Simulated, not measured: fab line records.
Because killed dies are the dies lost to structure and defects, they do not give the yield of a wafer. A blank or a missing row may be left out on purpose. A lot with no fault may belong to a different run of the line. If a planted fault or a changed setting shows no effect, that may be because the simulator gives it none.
Split-lot study	flow n5-finfet	21 wafers read from 7 lots, route of 1938 steps

SPLIT DETAILS
At N5_BEOL_M8_EXPOSE_08 (exposes mask M8), the setting dose-mj was moved away from the recipe's 68.25 on 7 of the 21 wafers read, by -6.3% to +5.3%. For the rest of the wafers, this setting stayed at what the recipe calls for.

FROM THE SPLIT TO THE READING: what the file shows between them, 20 steps
- N5_BEOL_M8_PEB_09: peb time 60 s
- N5_BEOL_M8_DEVELOP_10: develop time 30 s
- N5_BEOL_M8_CD_MEAS_11: target cd 38.5 nm
- N5_BEOL_M8_DESCUM_16: chemistry O2, time 7.9 s
- N5_BEOL_M8_ETCH_61: etches SiARC in CF4, target depth 45.5 nm, time 75.8 s
- N5_BEOL_M8_ETCH_62: etches SOC in N2/H2, target depth 110 nm, overetch 22 nm, time 165 s
- N5_BEOL_M8_STRIP_68: strips in N2/H2
- N5_BEOL_M8_STRIP_67: strips in CF4
- N5_BEOL_M8_HM_OPEN_17: chemistry Cl2/BCl3, target TiN, target depth 20 nm, overetch 6 nm
- N5_BEOL_M8_STRIP_19: strips in O2
- N5_BEOL_M8_CD_MEAS_18: pitch 80 nm, target cd 40 nm
- N5_BEOL_M8_DESCUM_33: chemistry O2, time 7 s (also split here: time-s)
- N5_BEOL_M8_ETCH_72: etches underlayer in N2/H2, target depth 6.5 nm, time 5.2 s
- N5_BEOL_M8_TRENCH_ETCH_37: etches SiCOH lowk in C4F6/O2, target depth 93.478 nm, time 31.2 s (also split here: bias-w)
- N5_BEOL_M8_ETCH_41: etches SiCN in CH3F/O2, target depth 31.9 nm, time 57.8 s
- N5_BEOL_M8_STRIP_80: strips in N2/H2, time 10 s
- N5_BEOL_M8_HM_STRIP_39: strips TiN in peroxide tin strip, target depth 25 nm, time 158 s
- N5_BEOL_M8_SRD_40: time 30 s
- N5_BEOL_M8_PRECLEAN_42: cleans in residue remover, time 60 s
- N5_BEOL_M8_SRD_43: time 30 s

THE READING
cd-nm at N5_BEOL_M8_CD_MEAS_35, given in nm (cd target 40 nm). Fault-free wafers of this fab line usually give 40.1 nm, standard deviation 0.48 nm.

wafer	tool, chamber at the split	dose-mj as run	against the recipe	cd-nm, nm	against lot-mates on the recipe
L080.1	arfi-scanner-03, 0	68.25	recipe	40.1	-
L080.4	arfi-scanner-03, 0	68.25	recipe	40.2	-
L080.6	arfi-scanner-03, 0	66.89	-2.0%	39.0	-1.2
L081.3	arfi-scanner-02, 0	70.62	+3.5%	40.9	+1.4
L081.4	arfi-scanner-02, 0	68.25	recipe	39.6	-
L081.5	arfi-scanner-02, 0	68.25	recipe	39.5	-
L085.3	arfi-scanner-03, 0	68.25	recipe	39.8	-
L085.4	arfi-scanner-03, 0	68.25	recipe	41.0	-
L085.5	arfi-scanner-03, 0	68.25	recipe	39.9	-
L089.2	arfi-scanner-01, 0	70.76	+3.7%	42.0	+2.2
L089.4	arfi-scanner-01, 0	70.76	+3.7%	42.1	+2.3
L089.5	arfi-scanner-01, 0	68.25	recipe	39.8	-
L092.1	arfi-scanner-03, 0	63.98	-6.3%	37.0	-2.9
L092.4	arfi-scanner-03, 0	63.98	-6.3%	37.6	-2.3
L092.6	arfi-scanner-03, 0	68.25	recipe	39.9	-
L095.3	arfi-scanner-01, 0	68.25	recipe	39.1	-
L095.4	arfi-scanner-01, 0	68.25	recipe	40.2	-
L095.5	arfi-scanner-01, 0	71.9	+5.3%	42.1	+2.4
L094.3	arfi-scanner-03, 0	68.25	recipe	39.5	-
L094.4	arfi-scanner-03, 0	68.25	recipe	40.1	-
L094.5	arfi-scanner-03, 0	68.25	recipe	40.3	-

FIT RESULTS
A straight line over all 21 wafers: cd-nm changes by +0.435 nm for each +1% of dose-mj; r = +0.94; the points scatter about the line by 0.44 nm.
The same after taking each lot's own level away (the mean of its wafers on the recipe; 21 wafers): +0.461 nm for each +1%; r = +0.96; scatter 0.39 nm.
According to that fit, moving dose-mj by its largest amount changes the reading by 2.9 nm.
The span of the lots' own levels, 39.55 to 40.23 nm, comes to 1.4 times the standard deviation stated above.
Consequently the slope shifts little with the lot-to-lot level, the two slopes agreeing.
Check: for one of the wafers moved furthest among these (-6.3%), held out of the fit, the line's prediction against its lot-mates is -2.79 nm. Against them it came out at -2.9 nm.

THESE WAFERS: OTHER SPLITS
Before the reading, these wafers also passed through other splits. Each is held against what the fit with the lots' levels taken away leaves over:
other split on the same wafers	wafers away from the commonest value	r with cd-nm (lot level and that fit taken away)
N5_BEOL_M8_DESCUM_33 time-s	10	-0.26
N5_BEOL_M8_TRENCH_ETCH_37 bias-w	4	+0.12

THE WHOLE CHAIN: every reading that the file lists as answering this split, in the file's order
step	what it does	reading	change (the file's fit)	r (the file's)
N5_BEOL_M8_CD_MEAS_11	target cd 38.5 nm	cd-nm	+0.464 nm for each +1% of the setting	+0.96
N5_BEOL_M8_ETCH_61	etches SiARC in CF4, target depth 45.5 nm, time 75.8 s	BEOL_M8.cd-offset-nm (the simulator's own value, which no gauge read)	+0.464 nm for each +1% of the setting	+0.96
N5_BEOL_M8_ETCH_62	etches SOC in N2/H2, target depth 110 nm, overetch 22 nm, time 165 s	BEOL_M8.cd-offset-nm (the simulator's own value, which no gauge read)	+0.447 nm for each +1% of the setting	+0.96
N5_BEOL_M8_CD_MEAS_18	pitch 80 nm, target cd 40 nm	cd-nm	+0.452 nm for each +1% of the setting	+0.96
N5_BEOL_M8_CD_MEAS_35	target cd 40 nm	cd-nm	+0.456 nm for each +1% of the setting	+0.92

FILE'S OWN FIT
cd-nm changes by +0.456 nm for each +1% of dose-mj, r = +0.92.
